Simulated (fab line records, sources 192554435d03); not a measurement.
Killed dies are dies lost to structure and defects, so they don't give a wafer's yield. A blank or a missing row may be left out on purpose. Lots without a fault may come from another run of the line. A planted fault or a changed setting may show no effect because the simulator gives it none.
Chamber matching | flow n5_finfet | N5_BEOL_M1_PRE_CLEAN_60 on cvd_co-02: 3 sister chambers
The step time 15 s. 3 wafers are shown with their chamber, then 12 later ones without.

WAFERS WITH THEIR CHAMBER
wafer  | chamber | heater_power_w (W)
L088.1 | 2       | 90
L088.3 | 1       | 83
L088.6 | 0       | 72

WAFERS WITHOUT THEIR CHAMBER
wafer  | heater_power_w (W)
L092.1 | 70
L092.2 | 90
L092.5 | 78
L096.1 | 88
L096.2 | 81
L096.3 | 70
L096.4 | 91
L096.5 | 70
L096.6 | 80
L097.2 | 81
L097.3 | 72
L097.5 | 82

WHICH CHAMBER EACH WENT THROUGH
wafer  | from the rows above     | in truth
L092.1 | 0                       | 0
L092.2 | 2                       | 2
L092.5 | can't be placed: 1 or 0 | 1
L096.1 | can't be placed: 2 or 1 | 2
L096.2 | 1                       | 1
L096.3 | 0                       | 0
L096.4 | 2                       | 2
L096.5 | 0                       | 0
L096.6 | 1                       | 1
L097.2 | 1                       | 1
L097.3 | 0                       | 0
L097.5 | 1                       | 1
Placed correctly: 10 of 12. Can't be placed from these rows: 2 (the true chamber is among the candidates in 2). Placed wrongly: 0.
How it was worked out, from the rows above alone: a wafer's distance from a chamber is the root of the sum, over the readings, of the square of ((its reading less the chamber's mean) divided by the reading's scatter). The wafer belongs to the nearest chamber; if the next one is less than 2 further off, it can't be placed. A chamber's mean is the mean of its shown wafers. The scatter: with one shown wafer a chamber, the root of the mean of the squares of how far each hidden wafer lies from its nearest shown one.
